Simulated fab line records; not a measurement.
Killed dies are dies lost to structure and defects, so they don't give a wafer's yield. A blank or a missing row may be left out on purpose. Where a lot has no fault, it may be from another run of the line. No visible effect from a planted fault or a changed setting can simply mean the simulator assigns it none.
fab line records :: flow nand-harc
record:
  lots: 7
  wafers: 21
  last-day: 23
route steps=1159 shown A_BONDPAD@1080 THIN_TSV@1120 END@1159
lots with no fault: from the same line, run without faults
start-h: the number of hours between the record's first day and the start of the first shown wafer of the lot :: wait-h: hours from the lot's prior step to this one :: " the same as in the row above :: L1.1+2: several wafers, shown together as one row :: - value missing, or start not given :: * or withheld: withheld :: < > ~ a bound
route shown NAME@n: names a module that has steps shown in the file, with the first one's number in the route :: usual: average and standard deviation across the fault-free wafers :: same: alike in all rows :: chamber/n: place in a boat :: sites: the reading at each site :: _std_site: the standard deviation of these :: _edge_site: outer sites' mean less inner sites' :: radius-mm: how far each site lies from the wafer's centre :: mask NAME#n: copy n :: behind: the last tool/chamber to shape the wafer :: hold: why the lot went on hold/how many hours it stayed there/how the hold came to an end :: device: transistor that didn't switch, given as n, p or np :: end of line: the same wafers' tests at the end of the route :: for a step that has no rows: nothing shown but its recipe :: killed: not the wafer's yield, but the dies lost to structure and defects at the first sort :: map: shows each die of a wafer: x if killed, . if not, _ if none is there
set.NAME: the run value of the setting; set.NAME@STEP: its run value at that earlier step :: model.NAME: the simulator's own value behind a step, which no gauge read
route steps across a sampled set of lots; one table per step, one row per wafer
services: the hour from which a tool's chamber was out of use, counted from the record's first day as start-h (under 0 if before that day), plus the number of hours and why
== steps ==
step: NHARC_A_BONDPAD_ETCH_24
recipe:
  target-depth-a: 300
  over-etch-frac: 0.3
  time-s: 72.99
  ion-energy-ev: 150
  cf4-flow-sccm: 50
  n2-flow-sccm: 100
  ar-flow-sccm: 150
  rf-w: 300
  bias-w: 100
  chemistry: CF4/N2
usual:
  drypump-motor-current-A: 5.8/0.39
  oes-product-au: 0.995/0.0076
  rf-vpp-V: 313.8/2.2
  showerhead-plenum-p-Torr: 2.60/0.12
  throttle-valve-pct: 19.794/0.0095
same:
  over-etch-frac: 0.3
lot.wafer: L172.3
tool: rie-diel-11
chamber: 3
start-h: 412.01
wait-h: -
drypump-motor-current-A: 5.2
oes-product-au: 0.981
rf-hours-counter-h: 4
rf-vpp-V: 311.1
showerhead-plenum-p-Torr: 2.44
throttle-valve-pct: 19.789

lot.wafer: L172.4
tool: rie-diel-11
chamber: 2
start-h: 412.01
wait-h: -
drypump-motor-current-A: 5.8
oes-product-au: 0.992
rf-hours-counter-h: 5
rf-vpp-V: 312.2
showerhead-plenum-p-Torr: 2.46
throttle-valve-pct: 19.805

lot.wafer: L172.6
tool: rie-diel-11
chamber: 0
start-h: 412.01
wait-h: -
drypump-motor-current-A: 5.2
oes-product-au: 0.997
rf-hours-counter-h: -
rf-vpp-V: 316.2
showerhead-plenum-p-Torr: 2.71
throttle-valve-pct: 19.809

lot.wafer: L173.1
tool: rie-diel-11
chamber: 0
start-h: 412.39
wait-h: -
drypump-motor-current-A: 5.2
oes-product-au: 1.001
rf-hours-counter-h: 5
rf-vpp-V: 316.4
showerhead-plenum-p-Torr: 2.71
throttle-valve-pct: 19.803

lot.wafer: L173.4
tool: rie-diel-11
chamber: 1
start-h: 412.39
wait-h: -
drypump-motor-current-A: 5.7
oes-product-au: 1.018
rf-hours-counter-h: 5
rf-vpp-V: 310.2
showerhead-plenum-p-Torr: 2.44
throttle-valve-pct: 19.795

lot.wafer: L173.6
tool: rie-diel-11
chamber: 0
start-h: 412.39
wait-h: -
drypump-motor-current-A: 5.2
oes-product-au: 1.006
rf-hours-counter-h: -
rf-vpp-V: 316.1
showerhead-plenum-p-Torr: 2.71
throttle-valve-pct: 19.803

lot.wafer: L176.2
tool: rie-diel-03
chamber: 0
start-h: 414.46
wait-h: -
drypump-motor-current-A: 5.5
oes-product-au: 0.995
rf-hours-counter-h: 1
rf-vpp-V: 313.7
showerhead-plenum-p-Torr: 2.63
throttle-valve-pct: 19.809

lot.wafer: L176.6
tool: rie-diel-03
chamber: 2
start-h: 414.46
wait-h: -
drypump-motor-current-A: 6.2
oes-product-au: 0.992
rf-hours-counter-h: -
rf-vpp-V: 311.4
showerhead-plenum-p-Torr: 2.46
throttle-valve-pct: 19.807

lot.wafer: L176.5
tool: rie-diel-03
chamber: 3
start-h: 414.46
wait-h: -
drypump-motor-current-A: 6.3
oes-product-au: 1.017
rf-hours-counter-h: -
rf-vpp-V: 315.0
showerhead-plenum-p-Torr: 2.77
throttle-valve-pct: 19.787

lot.wafer: L178.2
tool: rie-diel-03
chamber: 1
start-h: 455.62
wait-h: -
drypump-motor-current-A: 5.6
oes-product-au: 0.996
rf-hours-counter-h: 2
rf-vpp-V: 313.4
showerhead-plenum-p-Torr: 2.58
throttle-valve-pct: 19.782

lot.wafer: L178.3
tool: rie-diel-03
chamber: 2
start-h: 455.62
wait-h: -
drypump-motor-current-A: 6.2
oes-product-au: 0.988
rf-hours-counter-h: 2
rf-vpp-V: 311.2
showerhead-plenum-p-Torr: 2.46
throttle-valve-pct: 19.785

lot.wafer: L178.5
tool: rie-diel-03
chamber: 3
start-h: 455.62
wait-h: -
drypump-motor-current-A: 6.3
oes-product-au: 0.989
rf-hours-counter-h: -
rf-vpp-V: 317.8
showerhead-plenum-p-Torr: 2.77
throttle-valve-pct: 19.786

lot.wafer: L179.1
tool: rie-diel-03
chamber: 3
start-h: 456.05
wait-h: -
drypump-motor-current-A: 6.3
oes-product-au: 1.003
rf-hours-counter-h: 2
rf-vpp-V: 316.5
showerhead-plenum-p-Torr: 2.77
throttle-valve-pct: 19.802

lot.wafer: L179.2
tool: rie-diel-03
chamber: 1
start-h: 456.05
wait-h: -
drypump-motor-current-A: 5.6
oes-product-au: 0.989
rf-hours-counter-h: 2
rf-vpp-V: 312.8
showerhead-plenum-p-Torr: 2.58
throttle-valve-pct: 19.785

lot.wafer: L179.5
tool: rie-diel-03
chamber: 0
start-h: 456.05
wait-h: -
drypump-motor-current-A: 5.5
oes-product-au: 0.992
rf-hours-counter-h: -
rf-vpp-V: 314.9
showerhead-plenum-p-Torr: 2.63
throttle-valve-pct: 19.797

lot.wafer: L180.1
tool: rie-diel-11
chamber: 1
start-h: 462.86
wait-h: -
drypump-motor-current-A: 5.6
oes-product-au: 0.993
rf-hours-counter-h: 14
rf-vpp-V: 310.7
showerhead-plenum-p-Torr: 2.43
throttle-valve-pct: 19.810

lot.wafer: L180.2
tool: rie-diel-11
chamber: 2
start-h: 462.86
wait-h: -
drypump-motor-current-A: 5.9
oes-product-au: 0.989
rf-hours-counter-h: 16
rf-vpp-V: 311.1
showerhead-plenum-p-Torr: 2.45
throttle-valve-pct: 19.800

lot.wafer: L180.4
tool: rie-diel-11
chamber: 3
start-h: 462.86
wait-h: -
drypump-motor-current-A: 5.2
oes-product-au: 0.983
rf-hours-counter-h: 15
rf-vpp-V: 309.9
showerhead-plenum-p-Torr: 2.44
throttle-valve-pct: 19.782

lot.wafer: L187.4
tool: rie-diel-09
chamber: 2
start-h: 519.50
wait-h: -
drypump-motor-current-A: 6.4
oes-product-au: 0.993
rf-hours-counter-h: 24
rf-vpp-V: 314.9
showerhead-plenum-p-Torr: 2.67
throttle-valve-pct: 19.799

lot.wafer: L187.6
tool: rie-diel-09
chamber: 3
start-h: 519.50
wait-h: -
drypump-motor-current-A: 5.4
oes-product-au: 0.993
rf-hours-counter-h: -
rf-vpp-V: 314.3
showerhead-plenum-p-Torr: 2.63
throttle-valve-pct: 19.794

lot.wafer: L187.5
tool: rie-diel-09
chamber: 0
start-h: 519.50
wait-h: -
drypump-motor-current-A: 5.4
oes-product-au: 0.992
rf-hours-counter-h: -
rf-vpp-V: 318.1
showerhead-plenum-p-Torr: 2.80
throttle-valve-pct: 19.799
step: NHARC_THIN_TSV_ETCH_15
recipe:
  target-depth-a: 30000
  bosch-target-overetch-cycles: 2
  bosch-etch-step-s: 2.8
  bosch-dep-step-s: 1.2
  bosch-cycles: 14
usual:
  drypump-motor-current-A: 5.6/0.42
lot.wafer: L172.4
tool: rie-si-01
chamber: 0
start-h: 434.77
wait-h: -
drypump-motor-current-A: 4.9
rf-hours-counter-h: 1.2

lot.wafer: L172.3
tool: rie-si-01
chamber: 1
start-h: 434.77
wait-h: -
drypump-motor-current-A: 6.7
rf-hours-counter-h: 1.0

lot.wafer: L172.6
tool: rie-si-01
chamber: 2
start-h: 434.77
wait-h: -
drypump-motor-current-A: 5.7
rf-hours-counter-h: -

lot.wafer: L173.4
tool: rie-si-06
chamber: 2
start-h: 435.95
wait-h: -
drypump-motor-current-A: 5.5
rf-hours-counter-h: 0.7

lot.wafer: L173.1
tool: rie-si-06
chamber: 3
start-h: 435.95
wait-h: -
drypump-motor-current-A: 5.8
rf-hours-counter-h: 0.6

lot.wafer: L173.6
tool: rie-si-06
chamber: 1
start-h: 435.95
wait-h: -
drypump-motor-current-A: 5.7
rf-hours-counter-h: -

lot.wafer: L176.2
tool: rie-si-01
chamber: 3
start-h: 437.15
wait-h: -
drypump-motor-current-A: 6.1
rf-hours-counter-h: 1.4

lot.wafer: L176.6
tool: rie-si-01
chamber: 3
start-h: 437.15
wait-h: -
drypump-motor-current-A: 6.1
rf-hours-counter-h: -

lot.wafer: L176.5
tool: rie-si-01
chamber: 0
start-h: 437.15
wait-h: -
drypump-motor-current-A: 4.9
rf-hours-counter-h: -

lot.wafer: L178.2
tool: rie-si-06
chamber: 2
start-h: 470.93
wait-h: -
drypump-motor-current-A: 5.5
rf-hours-counter-h: 1.0

lot.wafer: L178.3
tool: rie-si-06
chamber: 1
start-h: 470.93
wait-h: -
drypump-motor-current-A: 5.7
rf-hours-counter-h: 0.8

lot.wafer: L178.5
tool: rie-si-06
chamber: 2
start-h: 470.93
wait-h: -
drypump-motor-current-A: 5.5
rf-hours-counter-h: -

lot.wafer: L179.2
tool: rie-si-01
chamber: 1
start-h: 472.57
wait-h: -
drypump-motor-current-A: 6.6
rf-hours-counter-h: 1.3

lot.wafer: L179.1
tool: rie-si-01
chamber: 3
start-h: 472.57
wait-h: -
drypump-motor-current-A: 6.1
rf-hours-counter-h: 1.7

lot.wafer: L179.5
tool: rie-si-01
chamber: 1
start-h: 472.57
wait-h: -
drypump-motor-current-A: 6.6
rf-hours-counter-h: -

lot.wafer: L180.4
tool: rie-si-03
chamber: 2
start-h: 483.83
wait-h: -
drypump-motor-current-A: 5.5
rf-hours-counter-h: 1.3

lot.wafer: L180.2
tool: rie-si-03
chamber: 3
start-h: 483.83
wait-h: -
drypump-motor-current-A: 5.3
rf-hours-counter-h: 1.2

lot.wafer: L180.1
tool: rie-si-03
chamber: 0
start-h: 483.83
wait-h: -
drypump-motor-current-A: 4.9
rf-hours-counter-h: 1.3

lot.wafer: L187.4
tool: rie-si-06
chamber: 2
start-h: 536.08
wait-h: -
drypump-motor-current-A: 5.5
rf-hours-counter-h: 1.7

lot.wafer: L187.6
tool: rie-si-06
chamber: 3
start-h: 536.08
wait-h: -
drypump-motor-current-A: 5.8
rf-hours-counter-h: -

lot.wafer: L187.5
tool: rie-si-06
chamber: 0
start-h: 536.08
wait-h: -
drypump-motor-current-A: 5.4
rf-hours-counter-h: -
step: NHARC_THIN_TSV_STRIP_45
recipe:
  power-w: 1500
  temp-c: 250
  chemistry: O2
usual:
  drypump-motor-current-A: 5.8/0.64
  heater-power-w: 328/30
  temp-c: 250.00/0.17
lot.wafer: L172.3
tool: plasma-asher-01
chamber: 1
start-h: 435.06
wait-h: 0.2
drypump-motor-current-A: 6.1
heater-power-w: 316
rf-hours-counter-h: -
temp-c: 249.59

lot.wafer: L172.4
tool: plasma-asher-01
chamber: 0
start-h: 435.06
wait-h: 0.2
drypump-motor-current-A: 5.5
heater-power-w: 381
rf-hours-counter-h: -
temp-c: 249.93

lot.wafer: L172.6
tool: plasma-asher-01
chamber: 1
start-h: 435.06
wait-h: 0.2
drypump-motor-current-A: 6.1
heater-power-w: 329
rf-hours-counter-h: -
temp-c: 250.00

lot.wafer: L173.1
tool: plasma-asher-02
chamber: 0
start-h: 436.39
wait-h: 0.3
drypump-motor-current-A: 6.7
heater-power-w: 321
rf-hours-counter-h: 21
temp-c: 249.88

lot.wafer: L173.4
tool: plasma-asher-02
chamber: 0
start-h: 436.39
wait-h: 0.3
drypump-motor-current-A: 6.6
heater-power-w: 313
rf-hours-counter-h: -
temp-c: 250.08

lot.wafer: L173.6
tool: plasma-asher-02
chamber: 0
start-h: 436.39
wait-h: 0.3
drypump-motor-current-A: 6.6
heater-power-w: 317
rf-hours-counter-h: -
temp-c: 250.18

lot.wafer: L176.2
tool: plasma-asher-02
chamber: 0
start-h: 437.41
wait-h: 0.1
drypump-motor-current-A: 6.6
heater-power-w: 326
rf-hours-counter-h: 21
temp-c: 249.76

lot.wafer: L176.6
tool: plasma-asher-02
chamber: 1
start-h: 437.41
wait-h: 0.1
drypump-motor-current-A: 5.0
heater-power-w: 294
rf-hours-counter-h: -
temp-c: 249.96

lot.wafer: L176.5
tool: plasma-asher-02
chamber: 0
start-h: 437.41
wait-h: 0.1
drypump-motor-current-A: 6.7
heater-power-w: 312
rf-hours-counter-h: -
temp-c: 250.03

lot.wafer: L178.2
tool: plasma-asher-02
chamber: 0
start-h: 471.18
wait-h: 0.1
drypump-motor-current-A: 6.6
heater-power-w: 315
rf-hours-counter-h: 34
temp-c: 250.11

lot.wafer: L178.3
tool: plasma-asher-02
chamber: 0
start-h: 471.18
wait-h: 0.1
drypump-motor-current-A: 6.6
heater-power-w: 318
rf-hours-counter-h: -
temp-c: 249.96

lot.wafer: L178.5
tool: plasma-asher-02
chamber: 0
start-h: 471.18
wait-h: 0.1
drypump-motor-current-A: 6.6
heater-power-w: 316
rf-hours-counter-h: -
temp-c: 250.20

lot.wafer: L179.1
tool: plasma-asher-02
chamber: 0
start-h: 472.79
wait-h: 0.1
drypump-motor-current-A: 6.6
heater-power-w: 314
rf-hours-counter-h: 34
temp-c: 250.22

lot.wafer: L179.2
tool: plasma-asher-02
chamber: 1
start-h: 472.79
wait-h: 0.1
drypump-motor-current-A: 5.0
heater-power-w: 300
rf-hours-counter-h: 34
temp-c: 249.96

lot.wafer: L179.5
tool: plasma-asher-02
chamber: 0
start-h: 472.79
wait-h: 0.1
drypump-motor-current-A: 6.6
heater-power-w: 307
rf-hours-counter-h: -
temp-c: 250.17

lot.wafer: L180.1
tool: plasma-asher-02
chamber: 1
start-h: 484.04
wait-h: 0.1
drypump-motor-current-A: 5.0
heater-power-w: 299
rf-hours-counter-h: 38
temp-c: 250.17

lot.wafer: L180.2
tool: plasma-asher-02
chamber: 0
start-h: 484.04
wait-h: 0.1
drypump-motor-current-A: 6.6
heater-power-w: 321
rf-hours-counter-h: 38
temp-c: 250.33

lot.wafer: L180.4
tool: plasma-asher-02
chamber: 0
start-h: 484.04
wait-h: 0.1
drypump-motor-current-A: 6.6
heater-power-w: 309
rf-hours-counter-h: -
temp-c: 250.39

lot.wafer: L187.4
tool: plasma-asher-02
chamber: 0
start-h: 536.40
wait-h: 0.2
drypump-motor-current-A: 6.7
heater-power-w: 314
rf-hours-counter-h: -
temp-c: 250.00

lot.wafer: L187.5
tool: plasma-asher-02
chamber: 1
start-h: 536.40
wait-h: 0.2
drypump-motor-current-A: 4.9
heater-power-w: 307
rf-hours-counter-h: -
temp-c: 249.92

lot.wafer: L187.6
tool: plasma-asher-02
chamber: 0
start-h: 536.40
wait-h: 0.2
drypump-motor-current-A: 6.6
heater-power-w: 313
rf-hours-counter-h: -
temp-c: 250.13
step: NHARC_THIN_TSV_PRE_CLEAN_50
recipe:
  time-s: 30
  temp-c: 280
  gas: H2/He
usual:
  heater-power-w: 428/45
lot.wafer: L172.4
tool: pvd-sputter-02
chamber: -
start-h: -
wait-h: -
heater-power-w: 346

lot.wafer: L172.3
tool: pvd-sputter-02
chamber: -
start-h: -
wait-h: -
heater-power-w: 475

lot.wafer: L172.6
tool: pvd-sputter-02
chamber: -
start-h: -
wait-h: -
heater-power-w: 476

lot.wafer: L173.1
tool: pvd-sputter-02
chamber: -
start-h: -
wait-h: -
heater-power-w: 488

lot.wafer: L173.4
tool: pvd-sputter-02
chamber: -
start-h: -
wait-h: -
heater-power-w: 451

lot.wafer: L173.6
tool: pvd-sputter-02
chamber: -
start-h: -
wait-h: -
heater-power-w: 430

lot.wafer: L176.2
tool: pvd-sputter-02
chamber: -
start-h: -
wait-h: -
heater-power-w: 437

lot.wafer: L176.5
tool: pvd-sputter-02
chamber: -
start-h: -
wait-h: -
heater-power-w: 346

lot.wafer: L176.6
tool: pvd-sputter-02
chamber: -
start-h: -
wait-h: -
heater-power-w: 468

lot.wafer: L178.2
tool: pvd-sputter-02
chamber: -
start-h: -
wait-h: -
heater-power-w: 445

lot.wafer: L178.3
tool: pvd-sputter-02
chamber: -
start-h: -
wait-h: -
heater-power-w: 345

lot.wafer: L178.5
tool: pvd-sputter-02
chamber: -
start-h: -
wait-h: -
heater-power-w: 458

lot.wafer: L179.1
tool: pvd-sputter-02
chamber: -
start-h: -
wait-h: -
heater-power-w: 482

lot.wafer: L179.2
tool: pvd-sputter-02
chamber: -
start-h: -
wait-h: -
heater-power-w: 446

lot.wafer: L179.5
tool: pvd-sputter-02
chamber: -
start-h: -
wait-h: -
heater-power-w: 353

lot.wafer: L180.1
tool: pvd-sputter-01
chamber: -
start-h: -
wait-h: -
heater-power-w: 458

lot.wafer: L180.4
tool: pvd-sputter-01
chamber: -
start-h: -
wait-h: -
heater-power-w: 400

lot.wafer: L180.2
tool: pvd-sputter-01
chamber: -
start-h: -
wait-h: -
heater-power-w: 428

lot.wafer: L187.4
tool: pvd-sputter-03
chamber: -
start-h: -
wait-h: -
heater-power-w: 397

lot.wafer: L187.6
tool: pvd-sputter-03
chamber: -
start-h: -
wait-h: -
heater-power-w: 361

lot.wafer: L187.5
tool: pvd-sputter-03
chamber: -
start-h: -
wait-h: -
heater-power-w: 409
step: NHARC_END_SORT_01
recipe:
  temp-c: 25
usual:
  defect-limited-yield: 95.7/1.5
  killed-at-array: 25/9.5
  killed-at-other: 0.8/1.2
  killed-at-periphery: 3.4/2.2
  killed-dies: 29/10
  killed-open: 3.3/1.8
  killed-short: 2.1/1.4
  sort_bin_2_pct: 1.4/0.63
  sort_bin_3_pct: 0.22/0.2
  sort_bin_4_pct: 2.7/0.96
  sort-n-pass: 648/10
  sort-rim-yield-pct: 95.6/2.8
  sort-yield-pct: 95.7/1.5
same:
  gross-dies: 677
  sort_bin_5_pct[%]: 0
  sort_bin_6_pct[%]: 0
  sort_bin_7_pct[%]: 0
  sort_bin_8_pct[%]: 0
  sort-rim-n-gross: 106.00
lot.wafer: L179.1
tool: prober-02
chamber: 0
start-h: 485.88
wait-h: 2.5
defect-limited-yield[%]: 78.7
killed-at-array: 138
killed-at-other: 1
killed-at-periphery: 5
killed-dies: 144
killed-open: 5
killed-short: 4
sort_bin_2_pct[%]: 7.8
sort_bin_3_pct[%]: 4.58
sort_bin_4_pct[%]: 8.9
sort-n-pass: 533
sort-rim-yield-pct[%]: 98.1
sort-yield-pct[%]: 78.7

lot.wafer: L179.2
tool: prober-02
chamber: 0
start-h: 486.67
wait-h: 2.8
defect-limited-yield[%]: 91.0
killed-at-array: 56
killed-at-other: 0
killed-at-periphery: 5
killed-dies: 61
killed-open: 7
killed-short: 0
sort_bin_2_pct[%]: 3.1
sort_bin_3_pct[%]: 1.62
sort_bin_4_pct[%]: 4.3
sort-n-pass: 616
sort-rim-yield-pct[%]: 82.1
sort-yield-pct[%]: 91.0

lot.wafer: L179.5
tool: prober-02
chamber: 0
start-h: 489.06
wait-h: 3.7
defect-limited-yield[%]: 89.1
killed-at-array: 72
killed-at-other: 1
killed-at-periphery: 1
killed-dies: 74
killed-open: 1
killed-short: 0
sort_bin_2_pct[%]: 4.1
sort_bin_3_pct[%]: 3.69
sort_bin_4_pct[%]: 3.1
sort-n-pass: 603
sort-rim-yield-pct[%]: 83.0
sort-yield-pct[%]: 89.1

lot.wafer: L178.2
tool: prober-01
chamber: 0
start-h: 486.70
wait-h: 2.8
defect-limited-yield[%]: 90.8
killed-at-array: 58
killed-at-other: 1
killed-at-periphery: 3
killed-dies: 62
killed-open: 4
killed-short: 2
sort_bin_2_pct[%]: 3.2
sort_bin_3_pct[%]: 1.62
sort_bin_4_pct[%]: 4.3
sort-n-pass: 615
sort-rim-yield-pct[%]: 83.0
sort-yield-pct[%]: 90.8

lot.wafer: L178.3
tool: prober-01
chamber: 0
start-h: 487.50
wait-h: 3.1
defect-limited-yield[%]: 82.7
killed-at-array: 114
killed-at-other: 0
killed-at-periphery: 3
killed-dies: 117
killed-open: 3
killed-short: 3
sort_bin_2_pct[%]: 8.1
sort_bin_3_pct[%]: 3.99
sort_bin_4_pct[%]: 5.2
sort-n-pass: 560
sort-rim-yield-pct[%]: 93.4
sort-yield-pct[%]: 82.7

lot.wafer: L178.5
tool: prober-01
chamber: 0
start-h: 489.10
wait-h: 3.7
defect-limited-yield[%]: 81.4
killed-at-array: 120
killed-at-other: 3
killed-at-periphery: 3
killed-dies: 126
killed-open: 1
killed-short: 2
sort_bin_2_pct[%]: 7.4
sort_bin_3_pct[%]: 5.17
sort_bin_4_pct[%]: 6.1
sort-n-pass: 551
sort-rim-yield-pct[%]: 90.6
sort-yield-pct[%]: 81.4

lot.wafer: L180.1
tool: prober-02
chamber: 0
start-h: 495.38
wait-h: 2.5
defect-limited-yield[%]: 97.2
killed-at-array: 16
killed-at-other: 1
killed-at-periphery: 2
killed-dies: 19
killed-open: 4
killed-short: 1
sort_bin_2_pct[%]: 0.7
sort_bin_3_pct[%]: 0
sort_bin_4_pct[%]: 2.1
sort-n-pass: 658
sort-rim-yield-pct[%]: 96.2
sort-yield-pct[%]: 97.2

lot.wafer: L180.2
tool: prober-02
chamber: 0
start-h: 496.18
wait-h: 2.8
defect-limited-yield[%]: 97.6
killed-at-array: 15
killed-at-other: 1
killed-at-periphery: 0
killed-dies: 16
killed-open: 2
killed-short: 1
sort_bin_2_pct[%]: 0.7
sort_bin_3_pct[%]: 0.15
sort_bin_4_pct[%]: 1.5
sort-n-pass: 661
sort-rim-yield-pct[%]: 99.1
sort-yield-pct[%]: 97.6

lot.wafer: L180.4
tool: prober-02
chamber: 0
start-h: 497.78
wait-h: 3.4
defect-limited-yield[%]: 97.6
killed-at-array: 13
killed-at-other: 0
killed-at-periphery: 3
killed-dies: 16
killed-open: 4
killed-short: 4
sort_bin_2_pct[%]: 1.3
sort_bin_3_pct[%]: 0
sort_bin_4_pct[%]: 1.0
sort-n-pass: 661
sort-rim-yield-pct[%]: 96.2
sort-yield-pct[%]: 97.6
killed by level:class
L179.1 A_BONDPAD:unspecified=108 A_CHANNEL_HOLE_D1:chamber-film-flake=18 A_SLIT:chamber-film-flake=7 P_GATE:geometric-particle:open=2 A_WL_FILL:geometric-particle:short=2 P_CONTACT:geometric-particle:open=1 P_M0:geometric-particle:short=1 P_M2:geometric-particle:open=1
L179.2 A_BONDPAD:unspecified=23 A_CHANNEL_HOLE_D1:chamber-film-flake=12 A_CONTACT:chamber-film-flake=6 A_SLIT:chamber-film-flake=5 A_SGD_CUT:chamber-film-flake=3 A_CHANNEL_FILL_D1:geometric-particle:open=2 A_M0:geometric-particle:open=2 A_STAIRCASE:chamber-film-flake=2
L178.2 A_BONDPAD:unspecified=26 A_CHANNEL_HOLE_D1:chamber-film-flake=12 A_SLIT:chamber-film-flake=12 A_CONTACT:geometric-particle:open=4 P_ZERO_WELL:chamber-film-flake=3 A_ZERO_WELL:chamber-film-flake=2 A_ONON_D1:geometric-particle:short=1 A_SGD_CUT:geometric-particle:short=1
L178.3 A_BONDPAD:unspecified=90 A_SLIT:chamber-film-flake=6 A_CHANNEL_HOLE_D1:chamber-film-flake=6 A_STAIRCASE:chamber-film-flake=4 A_WL_FILL:chamber-film-flake=2 A_CONTACT:chamber-film-flake=2 P_CONTACT:geometric-particle:open=1 P_M0:geometric-particle:open=1
L179.5 A_BONDPAD:unspecified=52 A_CHANNEL_HOLE_D1:chamber-film-flake=10 A_SLIT:chamber-film-flake=4 A_CONTACT:chamber-film-flake=3 A_WL_FILL:geometric-particle:open=1 P_BONDPAD:chamber-film-flake=1 A_ZERO_WELL:chamber-film-flake=1 A_CHANNEL_FILL_D1:chamber-film-flake=1
L178.5 A_BONDPAD:unspecified=100 A_SLIT:chamber-film-flake=6 A_ZERO_WELL:chamber-film-flake=5 A_WL_FILL:chamber-film-flake=4 THIN_TSV:chamber-film-flake=3 P_STI:chamber-film-flake=2 A_CHANNEL_HOLE_D1:chamber-film-flake=2 P_M0:geometric-particle:open=1
L180.1 A_CONTACT:chamber-film-flake=5 A_CHANNEL_HOLE_D1:chamber-film-flake=3 A_WL_FILL:chamber-film-flake=2 P_CONTACT:geometric-particle:open=1 A_SLIT:geometric-particle:open=1 A_WL_FILL:geometric-particle:short=1 A_WL_FILL:geometric-particle:open=1 A_CONTACT:geometric-particle:open=1
L180.2 A_CHANNEL_HOLE_D1:chamber-film-flake=5 A_CONTACT:chamber-film-flake=4 A_CHANNEL_FILL_D1:geometric-particle:open=2 A_WL_FILL:chamber-film-flake=2 A_CONTACT:geometric-particle:short=1 A_ZERO_WELL:chamber-film-flake=1 THIN_TSV:chamber-film-flake=1
L180.4 A_CONTACT:chamber-film-flake=3 P_M0:geometric-particle:open=2 A_CHANNEL_FILL_D1:geometric-particle:short=2 A_CHANNEL_FILL_D1:chamber-film-flake=2 A_WL_FILL:chamber-film-flake=2 P_GATE:geometric-particle:open=1 A_SGD_CUT:geometric-particle:short=1 A_WL_FILL:geometric-particle:short=1
== services ==
tool: rie-diel-03
chamber: -
start-h: 392.33
hours: 9.0
kind: pm

tool: plasma-asher-02
chamber: -
start-h: 393.59
hours: 4.7
kind: repair

tool: pvd-sputter-02
chamber: -
start-h: 396.88
hours: 10.0
kind: pm

tool: rie-si-06
chamber: 1
start-h: 401.35
hours: 5.9
kind: repair

tool: rie-si-01
chamber: -
start-h: 408.13
hours: 0.5
kind: repair

tool: pvd-sputter-03
chamber: -
start-h: 415.59
hours: 1.0
kind: repair

tool: rie-si-01
chamber: 1
start-h: 415.80
hours: 4.4
kind: repair

tool: rie-diel-09
chamber: -
start-h: 431.17
hours: 9.0
kind: pm

tool: plasma-asher-02
chamber: -
start-h: 449.43
hours: 2.6
kind: repair

tool: plasma-asher-01
chamber: -
start-h: 453.74
hours: 9.0
kind: pm

tool: rie-diel-09
chamber: 2
start-h: 454.39
hours: 10.1
kind: repair

tool: pvd-sputter-03
chamber: -
start-h: 458.01
hours: 10.0
kind: pm

tool: rie-si-06
chamber: 0
start-h: 468.47
hours: 10.8
kind: repair

tool: rie-si-01
chamber: 1
start-h: 473.95
hours: 7.6
kind: repair

tool: rie-si-01
chamber: 3
start-h: 476.28
hours: 6.1
kind: repair

tool: rie-si-06
chamber: -
start-h: 477.74
hours: 2.1
kind: repair

tool: rie-si-03
chamber: -
start-h: 478.79
hours: 0.9
kind: repair

tool: rie-si-01
chamber: -
start-h: 481.00
hours: 9.0
kind: pm

tool: plasma-asher-02
chamber: -
start-h: 498.93
hours: 1.8
kind: repair

tool: rie-diel-09
chamber: 1
start-h: 500.51
hours: 1.6
kind: repair

tool: rie-diel-11
chamber: 3
start-h: 516.17
hours: 7.5
kind: repair

tool: rie-diel-03
chamber: 1
start-h: 526.19
hours: 13.8
kind: repair

tool: plasma-asher-02
chamber: -
start-h: 537.00
hours: 9.0
kind: pm

tool: rie-si-06
chamber: -
start-h: 537.00
hours: 9.0
kind: pm
== key ==
first-sign:
  step: NHARC_END_SORT_01
  reading: killed-at-array
  direction: up
  sigmas: 7.2
  usual: 25
  struck: 93
effect:
  step: NHARC_END_SORT_01
  reading: killed-dies
  direction: up
  sigmas: 6.7
  usual: 29
  struck: 97
more-kills-born-at:
  NHARC_A_BONDPAD_ETCH_24@rie-diel-03: 399
met-at NHARC_A_BONDPAD_ETCH_24
struck-lots L178,L179
not-acting-at NHARC_THIN_TSV_ETCH_15,NHARC_THIN_TSV_STRIP_45,NHARC_THIN_TSV_PRE_CLEAN_50
onset-between 414.46 455.62
fault:
  kind: chamber-particle-source
  tool: rie-diel-03
  chamber: -
  onset-h: 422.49
  steps: NHARC_A_BONDPAD_ETCH_24
  rate-per-visit-cm2: 1.4714
